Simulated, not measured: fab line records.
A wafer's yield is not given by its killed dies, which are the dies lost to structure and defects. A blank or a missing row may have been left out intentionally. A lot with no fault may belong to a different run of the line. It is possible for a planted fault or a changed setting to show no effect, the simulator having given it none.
fab line records + flow n5-finfet
record
- lots=7
- wafers=21
- last-day=20
route steps=1938 shown BEOL_M2@930 BEOL_M3@931
lots that met no fault: taken from a fault-free run of the same line
start-h: hours from the record's opening day to when the first of the lot's shown wafers began + wait-h: hours since the lot's step before + " as in the row above + L1.1+2: a single row standing in for several wafers + - no value, or no start was given + * or withheld: withheld + < > ~ a bound
route shown NAME@n: a module of which the file shows steps, and the number in the route of the first + usual: mean/standard deviation taken from wafers without a fault + same: alike in all rows + chamber/n: place in a boat + sites: the reading at each site + _std_site: their standard deviation + _edge_site: mean of outer sites minus mean of inner sites + radius-mm: for every site, how far away it sits from the centre of the wafer + mask NAME#n: copy n + behind: the most recent tool/chamber to have shaped the wafer + hold: why the lot was held/for how many hours/how that ended + device: which transistor (n, p or np) failed to switch + end of line: tests run on the same wafers once the route is complete + step lacking rows: just its recipe + killed: count of dies lost to structure and defects at first sort (not the wafer's yield) + map: per-die view of a wafer (x killed, . not killed, _ where there is no die)
set.NAME: the setting the step ran with; set.NAME@STEP: the setting that earlier step ran with + model.NAME: the simulator's own value behind a step, which no gauge read
certain route steps with their lots: each step a table, each wafer a row
services: when a tool's chamber went out of use (start-h, in hours from the record's first day, below 0 if earlier), for how many hours, and the reason
## steps
# step N5_BEOL_M2_INSPECT_59
# recipe
- inspect-instrument=darkfield
- mode=post-dep
# usual
- raw-defect-count=73/24
| lot.wafer | tool              | chamber | start-h | wait-h | raw-defect-count |
|-----------|-------------------|---------|---------|--------|------------------|
| L622.1    | defect-inspect-01 | -       | 219.61  | 0.0    | 97               |
| L622.2    | "                 | -       | "       | "      | 104              |
| L622.4    | "                 | -       | "       | "      | 40               |
| L624.2    | defect-inspect-02 | -       | 230.52  | 0.0    | 61               |
| L624.4    | "                 | -       | "       | "      | 59               |
| L624.5    | "                 | -       | "       | "      | 52               |
| L627.3    | defect-inspect-01 | -       | 245.31  | 0.0    | 47               |
| L627.5    | "                 | -       | "       | "      | 81               |
| L627.6    | "                 | -       | "       | "      | 74               |
| L628.1    | defect-inspect-01 | -       | 259.68  | 0.0    | 74               |
| L628.4    | "                 | -       | "       | "      | 69               |
| L628.5    | "                 | -       | "       | "      | 55               |
| L629.2    | defect-inspect-01 | -       | 259.83  | 0.0    | 59               |
| L629.3    | "                 | -       | "       | "      | 51               |
| L629.5    | "                 | -       | "       | "      | 63               |
| L635.3    | defect-inspect-01 | -       | 295.71  | 0.0    | 46               |
| L635.4    | "                 | -       | "       | "      | 61               |
| L635.6    | "                 | -       | "       | "      | 99               |
| L640.1    | defect-inspect-02 | -       | 331.00  | 0.0    | 93               |
| L640.2    | "                 | -       | "       | "      | 81               |
| L640.3    | "                 | -       | "       | "      | 91               |
# step N5_BEOL_M3_ILD_DEP_00
# recipe
- material=SiOC
- target-thk-a=790
- temp-c=350
- precursor=DEMS/O2
- pressure-torr=5
- rf-w=500
- time-s=15.3
# usual
- chamber-pressure-Torr=4.999/0.011
- heater-power-w=476/69
- showerhead-plenum-p-Torr=5.701/0.02
- throttle-valve-pct=11.9/0.68
| lot.wafer | tool     | chamber | start-h | wait-h | chamber-pressure-Torr | heater-power-w | showerhead-plenum-p-Torr | throttle-valve-pct |
|-----------|----------|---------|---------|--------|-----------------------|----------------|--------------------------|--------------------|
| L622.1    | pecvd-04 | 1       | 219.65  | 0.0    | 5.017                 | 543            | 5.706                    | 13.2               |
| L622.2    | "        | 0       | "       | "      | 5.001                 | 461            | 5.715                    | 12.1               |
| L622.4    | "        | 2       | "       | "      | 5.014                 | 470            | 5.716                    | 11.2               |
| L624.2    | pecvd-02 | 2       | 230.56  | 0.0    | 5.000                 | 508            | 5.684                    | 11.3               |
| L624.4    | "        | 2       | "       | "      | 4.986                 | 497            | 5.687                    | 11.0               |
| L624.5    | "        | 1       | "       | "      | 5.018                 | 440            | 5.688                    | 11.9               |
| L627.3    | pecvd-03 | 1       | 245.34  | 0.0    | 5.000                 | 583            | 5.677                    | 12.2               |
| L627.5    | "        | 0       | "       | "      | 4.993                 | 558            | 5.713                    | 12.1               |
| L627.6    | "        | 1       | "       | "      | 4.997                 | 574            | 5.661                    | 12.3               |
| L628.1    | pecvd-02 | 1       | 259.72  | 0.0    | 5.010                 | 415            | 5.686                    | 11.8               |
| L628.4    | "        | 0       | "       | "      | 4.990                 | 326            | 5.722                    | 11.8               |
| L628.5    | "        | 2       | "       | "      | 5.008                 | 399            | 5.680                    | 11.1               |
| L629.2    | pecvd-02 | 1       | 259.86  | 0.0    | 5.002                 | 445            | 5.707                    | 11.9               |
| L629.3    | "        | 0       | "       | "      | 5.023                 | 391            | 5.730                    | 11.5               |
| L629.5    | "        | 2       | "       | "      | 5.000                 | 494            | 5.678                    | 11.2               |
| L635.3    | pecvd-04 | 1       | 295.75  | 0.0    | 4.986                 | 530            | 5.710                    | 13.0               |
| L635.4    | "        | 1       | "       | "      | 4.996                 | 534            | 5.703                    | 13.2               |
| L635.6    | "        | 2       | "       | "      | 5.005                 | 516            | 5.712                    | 11.3               |
| L640.1    | pecvd-03 | 0       | 331.04  | 0.0    | 5.003                 | 576            | 5.711                    | 12.3               |
| L640.2    | "        | 2       | "       | "      | 4.971                 | 491            | 5.681                    | 10.9               |
| L640.3    | "        | 1       | "       | "      | 4.992                 | 580            | 5.672                    | 12.2               |
# step N5_BEOL_M3_THK_MEAS_01
# recipe
- reads=SiOC_of_BEOL_M3_ILD_DEP_00
# usual
- M3_ILD_THK=78.6/1
| lot.wafer | tool          | chamber | start-h | wait-h | M3_ILD_THK[nm] |
|-----------|---------------|---------|---------|--------|----------------|
| L622.1    | film-metro-01 | -       | 219.72  | 0.0    | 78.8           |
| L622.2    | "             | -       | "       | "      | 78.0           |
| L622.4    | "             | -       | "       | "      | 79.9           |
| L624.2    | film-metro-02 | -       | 230.62  | 0.1    | 78.4           |
| L624.4    | "             | -       | "       | "      | 78.4           |
| L624.5    | "             | -       | "       | "      | 79.1           |
| L627.3    | film-metro-02 | -       | 245.41  | 0.1    | 79.1           |
| L627.5    | "             | -       | "       | "      | 79.9           |
| L627.6    | "             | -       | "       | "      | 80.5           |
| L628.1    | film-metro-02 | -       | 259.78  | 0.0    | 78.2           |
| L628.4    | "             | -       | "       | "      | 79.3           |
| L628.5    | "             | -       | "       | "      | 79.3           |
| L629.2    | film-metro-02 | -       | 259.93  | 0.1    | 77.4           |
| L629.3    | "             | -       | "       | "      | 76.8           |
| L629.5    | "             | -       | "       | "      | 78.8           |
| L635.3    | film-metro-01 | -       | 295.82  | 0.1    | 78.0           |
| L635.4    | "             | -       | "       | "      | 79.0           |
| L635.6    | "             | -       | "       | "      | 78.3           |
| L640.1    | film-metro-02 | -       | 331.10  | 0.0    | 78.2           |
| L640.2    | "             | -       | "       | "      | 78.5           |
| L640.3    | "             | -       | "       | "      | 79.4           |
# step N5_BEOL_M3_PECVD_72
# recipe
- material=SiO2
- target-thk-a=160
- temp-c=400
- precursor=TEOS/O2
- pressure-torr=5.5
- rf-w=450
- teos-flow-sccm=53.8
- gas=O2
- flow-sccm=3000
- time-s=18
# usual
- chamber-pressure-Torr=5.500/0.013
- heater-power-w=701/87
- showerhead-plenum-p-Torr=8.84/0.095
- throttle-valve-pct=22.4/1.4
| lot.wafer | tool     | chamber | start-h | wait-h | chamber-pressure-Torr | heater-power-w | showerhead-plenum-p-Torr | throttle-valve-pct |
|-----------|----------|---------|---------|--------|-----------------------|----------------|--------------------------|--------------------|
| L622.1    | pecvd-02 | 0       | 219.75  | 0.0    | 5.495                 | 583            | 8.93                     | 22.3               |
| L622.2    | "        | 1       | "       | "      | 5.477                 | 607            | 8.78                     | 22.3               |
| L622.4    | "        | 2       | "       | "      | 5.503                 | 679            | 8.72                     | 20.7               |
| L624.2    | pecvd-03 | 1       | 230.66  | 0.0    | 5.505                 | 834            | 8.68                     | 22.9               |
| L624.4    | "        | 0       | "       | "      | 5.495                 | 762            | 8.80                     | 23.2               |
| L624.5    | "        | 0       | "       | "      | 5.503                 | 734            | 8.80                     | 22.8               |
| L627.3    | pecvd-04 | 0       | 245.45  | 0.0    | 5.495                 | 578            | 8.98                     | 22.9               |
| L627.5    | "        | 0       | "       | "      | 5.526                 | 581            | 8.95                     | 22.6               |
| L627.6    | "        | 1       | "       | "      | 5.497                 | 676            | 8.84                     | 24.8               |
| L628.1    | pecvd-04 | 1       | 259.82  | 0.0    | 5.492                 | 775            | 8.80                     | 24.9               |
| L628.4    | "        | 1       | "       | "      | 5.501                 | 738            | 8.82                     | 25.1               |
| L628.5    | "        | 0       | "       | "      | 5.504                 | 675            | 8.97                     | 22.5               |
| L629.2    | pecvd-03 | 1       | 259.97  | 0.0    | 5.478                 | 895            | 8.70                     | 22.9               |
| L629.3    | "        | 2       | "       | "      | 5.527                 | 720            | 8.71                     | 20.1               |
| L629.5    | "        | 0       | "       | "      | 5.498                 | 781            | 8.82                     | 22.6               |
| L635.3    | pecvd-04 | 2       | 295.85  | 0.0    | 5.510                 | 791            | 8.87                     | 21.5               |
| L635.4    | "        | 0       | "       | "      | 5.505                 | 662            | 8.96                     | 22.7               |
| L635.6    | "        | 1       | "       | "      | 5.500                 | 686            | 8.82                     | 24.7               |
| L640.1    | pecvd-04 | 0       | 331.14  | 0.0    | 5.481                 | 699            | 8.99                     | 22.9               |
| L640.2    | "        | 2       | "       | "      | 5.495                 | 752            | 8.86                     | 21.7               |
| L640.3    | "        | 1       | "       | "      | 5.482                 | 661            | 8.82                     | 24.8               |
# step N5_BEOL_M3_HM_DEP_02
# recipe
- material=TiN
- target-thk-a=200
- temp-c=25
- chamber-pressure-pa=0.49996
# usual
- throttle-valve-pct=29.4/1
| lot.wafer | tool           | chamber | start-h | wait-h | throttle-valve-pct |
|-----------|----------------|---------|---------|--------|--------------------|
| L622.1    | pvd-sputter-03 | -       | 221.84  | 2.1    | 30.5               |
| L622.2    | "              | -       | "       | "      | 29.2               |
| L622.4    | "              | -       | "       | "      | 28.9               |
| L624.2    | pvd-sputter-02 | -       | 231.51  | 0.8    | 30.5               |
| L624.4    | "              | -       | "       | "      | 31.2               |
| L624.5    | "              | -       | "       | "      | 28.5               |
| L627.3    | pvd-sputter-01 | -       | 246.75  | 1.3    | 28.6               |
| L627.5    | "              | -       | "       | "      | 28.6               |
| L627.6    | "              | -       | "       | "      | 28.3               |
| L628.1    | pvd-sputter-01 | -       | 261.09  | 1.3    | 28.6               |
| L628.4    | "              | -       | "       | "      | 31.3               |
| L628.5    | "              | -       | "       | "      | 28.5               |
| L629.2    | pvd-sputter-03 | -       | 261.18  | 1.2    | 29.3               |
| L629.3    | "              | -       | "       | "      | 27.9               |
| L629.5    | "              | -       | "       | "      | 28.9               |
| L635.3    | pvd-sputter-03 | -       | 297.01  | 1.1    | 30.6               |
| L635.4    | "              | -       | "       | "      | 29.4               |
| L635.6    | "              | -       | "       | "      | 29.1               |
| L640.1    | pvd-sputter-03 | -       | 331.76  | 0.6    | 28.7               |
| L640.2    | "              | -       | "       | "      | 28.0               |
| L640.3    | "              | -       | "       | "      | 30.5               |
# step N5_BEOL_M3_COAT_61
# recipe
- resist=SOC
- temp-c=250
- time-s=60
- spin-rpm=1500
- resist-thk-nm=60
# step N5_BEOL_M3_COAT_62
# recipe
- resist=SiARC
- temp-c=220
- time-s=60
- spin-rpm=1500
- resist-thk-nm=12
# step N5_BEOL_M3_COAT_73
# recipe
- resist=underlayer
- temp-c=205
- time-s=60
- spin-rpm=1500
- resist-thk-nm=5
# step N5_BEOL_M3_COAT_05
# recipe
- resist=CAR-EUV
- spin-rpm=1500
- resist-thk-nm=30
# step N5_BEOL_M3_EBR_07
# recipe
- solvent=PGMEA
- ebr-width-mm=1.5
# step N5_BEOL_M3_SOFTBAKE_06
# recipe
- temp-c=110
- time-s=60
- resist=CAR-EUV
# step N5_BEOL_M3_EXPOSE_08
# recipe
- mask-id=M3
- na=0.33
- source-shape=dipole
- sigma-inner=0.369
- sigma-outer=0.767
- polarization=unpolarized
- dose-mj=33
# step N5_BEOL_M3_PEB_09
# recipe
- peb-temp-c=100
- peb-time-s=60
- resist=CAR-EUV
# usual
- chill-plate-temp-C=23.00/0.11
- exhaust-pa=45.3/0.71
- resist-line-temp-C=23.01/0.11
| lot.wafer | tool           | chamber | start-h | wait-h | chill-plate-temp-C | exhaust-pa | resist-line-temp-C |
|-----------|----------------|---------|---------|--------|--------------------|------------|--------------------|
| L622.1    | litho-track-03 | 0       | 222.16  | 0.1    | 23.08              | 44.7       | 22.93              |
| L622.2    | "              | 0       | "       | "      | 22.95              | 45.0       | 23.02              |
| L622.4    | "              | 0       | "       | "      | 22.88              | 45.2       | 22.99              |
| L624.2    | litho-track-02 | 0       | 231.83  | 0.0    | 23.10              | 45.7       | 22.99              |
| L624.4    | "              | 0       | "       | "      | 23.02              | 45.6       | 22.96              |
| L624.5    | "              | 0       | "       | "      | 22.94              | 44.9       | 22.90              |
| L627.3    | litho-track-03 | -       | 247.20  | 0.0    | -                  | -          | -                  |
| L627.5    | "              | -       | "       | "      | -                  | -          | -                  |
| L627.6    | "              | -       | "       | "      | -                  | -          | -                  |
| L628.1    | litho-track-02 | -       | 261.41  | 0.1    | -                  | -          | -                  |
| L628.4    | "              | -       | "       | "      | -                  | -          | -                  |
| L628.5    | "              | -       | "       | "      | -                  | -          | -                  |
| L629.2    | litho-track-03 | -       | 261.51  | 0.0    | -                  | -          | -                  |
| L629.3    | "              | -       | "       | "      | -                  | -          | -                  |
| L629.5    | "              | -       | "       | "      | -                  | -          | -                  |
| L635.3    | litho-track-03 | 0       | 297.34  | 0.0    | 23.03              | 45.4       | 22.96              |
| L635.4    | "              | 0       | "       | "      | 22.96              | 44.5       | 22.95              |
| L635.6    | "              | 0       | "       | "      | 23.03              | 44.4       | 22.90              |
| L640.1    | litho-track-03 | 0       | 332.21  | 0.1    | 22.99              | 46.2       | 22.90              |
| L640.2    | "              | 0       | "       | "      | 22.83              | 46.2       | 23.01              |
| L640.3    | "              | 0       | "       | "      | 22.97              | 46.0       | 22.96              |
# step N5_BEOL_M3_DEVELOP_10
# recipe
- develop-time-s=30
- developer=TMAH
- resist=CAR-EUV
- rinse-liquid=surfactant-rinse
- dry=air-spin
- dev-temp-c=23
## services
| tool           | chamber | start-h | hours | kind                          |
|----------------|---------|---------|-------|-------------------------------|
| pecvd-03       | 2       | 202.38  | -     | clean                         |
| pecvd-03       | 2       | 202.38  | -     | consumable-replace:showerhead |
| pecvd-03       | 2       | 202.38  | 29.0  | scheduled-down                |
| pecvd-03       | 2       | 202.38  | 29.0  | vent-cycle                    |
| pvd-sputter-02 | -       | 202.44  | 2.8   | repair                        |
| pvd-sputter-03 | -       | 211.08  | 3.7   | repair                        |
| pecvd-04       | 1       | 220.45  | 2.1   | scheduled-down                |
| pecvd-02       | 2       | 221.88  | 5.5   | scheduled-down                |
| pecvd-02       | -       | 223.04  | 0.3   | repair                        |
| pecvd-02       | -       | 261.64  | 0.5   | repair                        |
| pecvd-02       | -       | 267.16  | 1.1   | repair                        |
| pecvd-04       | -       | 310.65  | 2.8   | pm                            |
## key
first-sign
- step=N5_BEOL_M3_PEB_09
- reading=tool-record
- direction=missing
effect none on later readings
met-at N5_BEOL_M3_PEB_09
struck-wafers L627.3,L627.5,L627.6,L628.1,L628.4,L628.5,L629.2,L629.3,L629.5
later-rows-left-out L627.3,L627.5,L627.6,L628.1,L628.4,L628.5,L629.2,L629.3,L629.5
sort-left-out L627.3,L627.5,L627.6,L628.1,L628.4,L628.5,L629.2,L629.3,L629.5
onset-between 231.83 247.20
fault
- kind=skipped-step-whole
- tool=litho-track-02,litho-track-03
- chamber=-
- onset-h=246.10
- steps=N5_BEOL_M3_PEB_09
- scope=struck-lots-only
# sort-left-out: the simulated sort isn't trusted on such a fault, so these wafers' sort isn't shown, and their yield isn't known
# later-rows-left-out: the simulator's readings of these wafers behind a module that went badly wrong aren't trusted and aren't shown, but for the sort
